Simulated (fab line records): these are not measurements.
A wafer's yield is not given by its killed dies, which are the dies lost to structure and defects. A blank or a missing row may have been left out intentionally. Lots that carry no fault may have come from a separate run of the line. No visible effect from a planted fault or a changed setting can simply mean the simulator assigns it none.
The tool behind it: which one?	flow n5 finfet	20 lots, 60 wafers sampled, at 6 steps of a route of 1938

## WHAT THE GAUGES SHOWED, per wafer
Not one reading of a measure or inspect step in the record can be checked against a usual standard deviation.

## EACH LOT AND THE TOOL THAT RAN IT (in order: tool; ch and the chambers of the sampled wafers; start)
lot	N5_BEOL_M0_SAQP_MANDREL1_REMOVE_100	N5_BEOL_M0_SAQP_ETCH_73	N5_BEOL_M0_SAQP_ALD_48	N5_BEOL_M0_CUTY_DESCUM_61	N5_BEOL_M0_TRENCH_ETCH_107	N5_BEOL_M0_ANNEAL_133
L075	rie si-06 ch 0,1,2, day 5 16:09	rie diel-01 ch 0,2, day 5 18:49	ald sin-02 ch 1,3, day 5 19:19	rie diel-06 ch 0,2,3, day 5 20:34	rie diel-04 ch 0,1,2, day 6 01:31	pvd sputter-01, day 6 02:41
L074	rie si-06 ch 2,3, day 5 19:28	rie diel-05 ch 1,3, day 5 22:03	ald sin-02 ch 0,2, day 5 22:23	rie diel-02 ch 1,3, day 5 23:33	rie diel-02 ch 0,2, day 6 01:34	pvd sputter-03, day 6 04:40
L076	rie si-06 ch 1,2,3, day 5 22:10	rie diel-01 ch 0,1,3, day 6 01:37	ald sin-01 ch 1,2, day 6 01:52	rie diel-02 ch 0,1, day 6 02:58	rie diel-02 ch 0,1,3, day 6 04:27	pvd sputter-03, day 6 06:16
L077	rie si-02 ch 1,2, day 6 11:05	rie diel-01 ch 1,2,3, day 6 13:34	ald sin-01 ch 2,3, day 6 13:47	rie diel-04 ch 2,3, day 6 14:56	rie diel-04 ch 0,1,2, day 6 15:53	pvd sputter-01, day 6 18:59
L078	rie si-06 ch 2,3, day 6 18:34	rie diel-05 ch 1,3, day 6 21:10	ald sin-04 ch 0,2,3, day 6 21:25	rie diel-06 ch 2,3, day 6 22:23	rie diel-04 ch 0,2,3, day 6 23:38	pvd sputter-02, day 7 01:43
L079	rie si-06 ch 2,3, day 6 22:52	rie diel-01 ch 0,2,3, day 7 01:53	ald sin-04 ch 0,1,3, day 7 02:17	rie diel-06 ch 0,3, day 7 03:23	rie diel-02 ch 0,1, day 7 04:22	pvd sputter-02, day 7 06:21
L080	rie si-02 ch 0,3, day 7 02:14	rie diel-05 ch 1,2, day 7 06:53	ald sin-04 ch 0,1,2, day 7 08:10	rie diel-06 ch 0,1, day 7 09:17	rie diel-02 ch 0,1, day 7 10:13	pvd sputter-02, day 7 12:36
L083	rie si-06 ch 0,1, day 7 21:41	rie diel-03 ch 1,2,3, day 8 00:11	ald sin-01 ch 0,1,3, day 8 00:25	rie diel-04 ch 0,1,2, day 8 01:31	rie diel-04 ch 1,2,3, day 8 03:09	pvd sputter-02, day 8 05:12
L084	rie si-05 ch 1,2,3, day 8 01:10	rie diel-05 ch 1,2,3, day 8 03:38	ald sin-04 ch 0,1,2, day 8 03:52	rie diel-06 ch 0,2,3, day 8 05:01	rie diel-04 ch 1,2,3, day 8 06:09	pvd sputter-02, day 8 08:56
L085	rie si-05 ch 0,2,3, day 8 11:42	rie diel-05 ch 0,1,3, day 8 16:59	ald sin-02 ch 0,2,3, day 8 17:13	rie diel-06 ch 2,3, day 8 18:13	rie diel-04 ch 0,1,2, day 8 19:29	pvd sputter-01, day 8 22:34
L086	rie si-06 ch 0,2, day 8 18:52	rie diel-01 ch 0,1, day 8 23:45	ald sin-02 ch 0,2,3, day 8 23:59	rie diel-02 ch 0,2, day 9 01:05	rie diel-06 ch 0,1,2, day 9 03:24	pvd sputter-03, day 9 05:16
L087	rie si-02 ch 0,1,3, day 8 23:28	rie diel-03 ch 0,2,3, day 9 02:09	ald sin-04 ch 1,2, day 9 02:39	rie diel-02 ch 0,1,2, day 9 03:52	rie diel-04 ch 0,1, day 9 04:42	pvd sputter-01, day 9 07:45
L088	rie si-02 ch 1,2,3, day 9 02:22	rie diel-05 ch 1,2,3, day 9 05:25	ald sin-01 ch 0,1,2, day 9 05:38	rie diel-06 ch 0,1,2, day 9 06:45	rie diel-02 ch 0,2,3, day 9 07:47	pvd sputter-02, day 9 10:43
L091	rie si-05 ch 1,2,3, day 9 21:45	rie diel-01 ch 0,1,2, day 10 00:16	ald sin-01 ch 0,1, day 10 00:30	rie diel-04 ch 0,1,2, day 10 01:52	rie diel-06 ch 2,3, day 10 04:01	pvd sputter-01, day 10 05:34
L092	rie si-05 ch 1,2,3, day 10 05:04	rie diel-05 ch 0,1,3, day 10 07:35	ald sin-01 ch 1,3, day 10 07:49	rie diel-04 ch 0,1, day 10 09:35	rie diel-04 ch 0,1,2, day 10 11:52	pvd sputter-02, day 10 13:47
L093	rie si-02 ch 0,2,3, day 10 19:10	rie diel-05 ch 1,3, day 10 21:36	ald sin-01 ch 0,1,2, day 10 21:50	rie diel-04 ch 1,2,3, day 11 00:32	rie diel-06 ch 0,2, day 11 03:31	pvd sputter-03, day 11 07:48
L094	rie si-06 ch 0,1, day 10 21:31	rie diel-05 ch 2,3, day 11 00:16	ald sin-04 ch 0,2,3, day 11 00:38	rie diel-06 ch 0,1, day 11 02:59	rie diel-04 ch 0,2,3, day 11 10:12	pvd sputter-01, day 11 13:07
L095	rie si-05 ch 0,1,3, day 10 23:20	rie diel-03 ch 0,1,2, day 11 02:08	ald sin-04 ch 0,1,2, day 11 02:22	rie diel-04 ch 1,2,3, day 11 03:56	rie diel-06 ch 0,1,2, day 11 09:58	pvd sputter-03, day 11 11:28
L096	rie si-02 ch 0,2, day 11 05:00	rie diel-05 ch 0,3, day 11 07:47	ald sin-01 ch 0,2,3, day 11 08:01	rie diel-04 ch 0,2, day 11 09:02	rie diel-02 ch 0,1,3, day 11 13:40	pvd sputter-02, day 11 15:32
L097	rie si-02 ch 0,1,3, day 11 10:01	rie diel-01 ch 0,1, day 11 12:37	ald sin-04 ch 0,1, day 11 13:09	rie diel-06 ch 1,2, day 11 14:16	rie diel-04 ch 0,2,3, day 11 14:57	pvd sputter-02, day 11 16:32
- N5_BEOL_M0_SAQP_MANDREL1_REMOVE_100: chemistry HBr/Cl2/O2, target a-Si, stops on SiNx, bt time 10 s.
- N5_BEOL_M0_SAQP_ETCH_73: etches SiARC in CF4, target depth 19.5 nm, time 32.5 s.
- N5_BEOL_M0_SAQP_ALD_48: deposits SiO2, target thk 20 nm, pulse time 1 s, co reactant pulse time 1 s.
- N5_BEOL_M0_CUTY_DESCUM_61: chemistry O2, time 7.9 s.
- N5_BEOL_M0_TRENCH_ETCH_107: etches SiOC in C4F6/O2, target depth 32.8 nm, time 16.4 s.
- N5_BEOL_M0_ANNEAL_133: time 60 s.

## AS READ BY THE TOOLS THEMSELVES (means over the sampled wafers that have a number; for cases with no such wafer, the mark the record gives instead)
N5_BEOL_M0_SAQP_MANDREL1_REMOVE_100.
lot	tool	bias w (W)	drypump motor current A (A)	oes product au (a.u.)	throttle valve pct (%)
L075	rie si-06	30.06	6.2	0.989	36.6
L074	rie si-06	30.03	6.3	0.983	36.4
L076	rie si-06	30.00	5.9	0.992	36.5
L077	rie si-02	29.95	5.3	0.995	37.0
L078	rie si-06	30.05	6.3	0.987	36.4
L079	rie si-06	29.99	6.0	0.982	36.3
L080	rie si-02	29.98	5.8	0.980	36.5
L083	rie si-06	30.04	6.3	0.997	36.7
L084	rie si-05	29.96	5.3	0.983	36.7
L085	rie si-05	29.98	5.4	0.990	37.0
L086	rie si-06	30.05	6.5	0.990	36.6
L087	rie si-02	30.11	5.7	0.989	36.7
L088	rie si-02	29.99	5.5	0.993	36.9
L091	rie si-05	29.97	5.3	0.993	36.7
L092	rie si-05	29.90	5.3	0.988	36.7
L093	rie si-02	29.97	5.6	0.990	36.6
L094	rie si-06	29.99	5.9	0.989	36.7
L095	rie si-05	30.00	5.7	0.995	37.0
L096	rie si-02	30.03	5.4	0.996	36.7
L097	rie si-02	29.91	5.7	0.996	36.6

N5_BEOL_M0_SAQP_ETCH_73.
lot	tool	bias w (W)	drypump motor current A (A)	etch rf on time s (s)	oes product au (a.u.)	rf vpp V (V)	showerhead plenum p Torr (Torr)	throttle valve pct (%)
L075	rie diel-01	35.98	5.7	32.1	0.73	183.8	2.12	15.4
L074	rie diel-05	35.96	5.7	32.0	0.67	183.4	2.15	16.0
L076	rie diel-01	36.00	5.5	32.0	0.67	184.6	2.18	15.6
L077	rie diel-01	36.03	5.6	32.0	0.69	183.6	2.16	15.5
L078	rie diel-05	35.95	5.9	32.6	0.68	185.1	2.16	15.9
L079	rie diel-01	35.94	5.5	32.0	0.67	184.9	2.15	15.5
L080	rie diel-05	35.92	5.4	31.8	0.75	185.0	2.18	15.3
L083	rie diel-03	35.92	5.9	32.3	0.69	184.1	2.19	15.5
L084	rie diel-05	35.95	5.5	31.8	0.71	185.0	2.16	15.7
L085	rie diel-05	35.90	5.8	32.5	0.64	184.1	2.14	16.0
L086	rie diel-01	36.03	5.7	32.6	0.69	183.6	2.16	15.5
L087	rie diel-03	36.02	6.0	32.6	0.69	184.1	2.13	15.5
L088	rie diel-05	36.12	5.5	31.7	0.70	185.3	2.16	15.7
L091	rie diel-01	35.94	5.7	32.2	0.69	183.5	2.13	15.5
L092	rie diel-05	36.09	5.8	32.4	0.63	183.8	2.13	16.0
L093	rie diel-05	36.07	5.7	32.5	0.64	183.2	2.14	16.0
L094	rie diel-05	36.10	5.3	31.7	0.67	184.2	2.15	15.7
L095	rie diel-03	36.01	6.0	32.3	0.64	183.9	2.14	15.5
L096	rie diel-05	36.16	5.6	32.2	0.60	183.7	2.12	16.0
L097	rie diel-01	36.03	5.7	32.3	0.68	184.6	2.15	15.6

N5_BEOL_M0_SAQP_ALD_48.
lot	tool	heater power w (W)	precursor pulse height rel
L075	ald sin-02	75	1.000
L074	ald sin-02	71	1.006
L076	ald sin-01	72	0.992
L077	ald sin-01	80	0.997
L078	ald sin-04	78	1.005
L079	ald sin-04	81	1.002
L080	ald sin-04	82	0.996
L083	ald sin-01	78	1.008
L084	ald sin-04	80	0.988
L085	ald sin-02	72	0.999
L086	ald sin-02	71	1.004
L087	ald sin-04	87	1.008
L088	ald sin-01	75	0.992
L091	ald sin-01	75	0.997
L092	ald sin-01	76	0.999
L093	ald sin-01	75	0.998
L094	ald sin-04	80	0.987
L095	ald sin-04	82	0.984
L096	ald sin-01	81	1.016
L097	ald sin-04	83	1.010

N5_BEOL_M0_CUTY_DESCUM_61.
lot	tool	drypump motor current A (A)	o2 flow sccm (sccm)	oes product au (a.u.)	rf vpp V (V)	showerhead plenum p Torr (Torr)	throttle valve pct (%)
L075	rie diel-06	5.6	224.8	0.78	242.5	2.06	20.38
L074	rie diel-02	6.4	224.3	0.97	242.9	2.12	20.20
L076	rie diel-02	6.1	225.2	0.88	242.2	2.03	20.38
L077	rie diel-04	5.4	225.4	0.85	243.8	2.11	20.28
L078	rie diel-06	5.7	225.2	0.83	243.4	2.06	20.41
L079	rie diel-06	5.5	224.6	0.72	243.4	2.07	20.40
L080	rie diel-06	5.6	224.9	0.79	243.9	2.09	20.34
L083	rie diel-04	5.6	225.1	0.83	242.8	2.11	20.20
L084	rie diel-06	5.6	225.0	0.76	242.3	2.06	20.41
L085	rie diel-06	5.7	225.2	0.80	242.6	2.05	20.44
L086	rie diel-02	5.0	224.8	0.90	244.3	2.19	20.38
L087	rie diel-02	5.5	224.9	0.88	243.5	2.13	20.39
L088	rie diel-06	5.7	224.9	0.81	243.8	2.08	20.37
L091	rie diel-04	5.6	224.9	0.80	242.9	2.10	20.21
L092	rie diel-04	6.0	225.2	0.78	242.2	2.10	20.16
L093	rie diel-04	5.4	224.8	0.78	243.5	2.09	20.39
L094	rie diel-06	5.6	224.8	0.76	242.3	2.08	20.38
L095	rie diel-04	5.4	224.9	0.77	243.8	2.09	20.39
L096	rie diel-04	5.9	224.6	0.82	244.4	2.12	20.01
L097	rie diel-06	5.8	224.8	0.83	242.4	2.06	20.42

N5_BEOL_M0_TRENCH_ETCH_107.
lot	tool	bias w (W)	drypump motor current A (A)	oes_f_703_au (a.u.)	oes product au (a.u.)	rf vpp V (V)	showerhead plenum p Torr (Torr)	throttle valve pct (%)
L075	rie diel-04	185.0	5.6	0.85	0.85	667	2.88	20.63
L074	rie diel-02	184.9	5.0	0.72	0.73	656	2.76	21.08
L076	rie diel-02	185.2	5.9	0.85	0.85	661	2.84	20.76
L077	rie diel-04	185.1	5.7	0.84	0.85	666	2.88	20.64
L078	rie diel-04	185.0	5.6	0.86	0.86	670	2.90	20.64
L079	rie diel-02	184.6	6.1	0.85	0.87	654	2.75	20.79
L080	rie diel-02	185.1	6.1	0.85	0.86	655	2.75	20.79
L083	rie diel-04	184.9	5.4	0.81	0.81	665	2.86	20.82
L084	rie diel-04	185.5	5.4	0.81	0.81	665	2.86	20.83
L085	rie diel-04	185.0	5.6	0.82	0.82	666	2.87	20.66
L086	rie diel-06	184.6	5.7	0.81	0.82	664	2.84	20.84
L087	rie diel-04	185.0	6.0	0.79	0.79	670	2.87	20.60
L088	rie diel-02	185.1	5.3	0.87	0.86	666	2.96	20.79
L091	rie diel-06	184.8	5.4	0.75	0.74	660	2.79	20.97
L092	rie diel-04	185.1	5.6	0.80	0.80	666	2.87	20.69
L093	rie diel-06	185.1	6.0	0.77	0.78	663	2.79	20.87
L094	rie diel-04	184.8	5.6	0.81	0.81	670	2.88	20.69
L095	rie diel-06	184.5	5.8	0.78	0.79	664	2.82	20.87
L096	rie diel-02	185.0	5.9	0.88	0.89	664	2.93	20.69
L097	rie diel-04	184.8	5.6	0.81	0.82	671	2.88	20.69

N5_BEOL_M0_ANNEAL_133.
lot	tool	heater power w (W)	susceptor_temp_C_max
L075	pvd sputter-01	898	401.3
L074	pvd sputter-03	809	401.1
L076	pvd sputter-03	769	401.1
L077	pvd sputter-01	858	401.2
L078	pvd sputter-02	823	400.8
L079	pvd sputter-02	765	400.9
L080	pvd sputter-02	826	400.9
L083	pvd sputter-02	919	401.4
L084	pvd sputter-02	839	400.9
L085	pvd sputter-01	922	401.1
L086	pvd sputter-03	731	401.2
L087	pvd sputter-01	883	400.9
L088	pvd sputter-02	938	401.3
L091	pvd sputter-01	812	401.0
L092	pvd sputter-02	791	401.0
L093	pvd sputter-03	828	401.1
L094	pvd sputter-01	946	401.5
L095	pvd sputter-03	786	401.0
L096	pvd sputter-02	852	401.1
L097	pvd sputter-02	833	400.7

## THE ANSWER, worked out from the rows above alone
Rule: usual is defined by the lots themselves. Put in order of their means at a reading, lots are off if they are a third of the lots or fewer, leave a main group of 4 or more, and stand apart from it by a gap of 3 or more times the standard deviation of the main group's means; of several such gaps the widest counts. The tables above print the reading to a certain number of digits; a main group whose means all agree to those digits is not used. A lot without any number at a reading at which 4 lots or more have one is off too. All remaining lots with rows at the step are treated as sound. Order of review: gauges by route order, followed by the tools' own readings, for which a lot's mean as printed above is used. The first step at which some lot is off is used, and at that step the reading that is off furthest; a lot without a number counts as furthest.
No lot is off at any reading shown: from this, nothing can be told.

## WHAT THE SIMULATOR PUT IN
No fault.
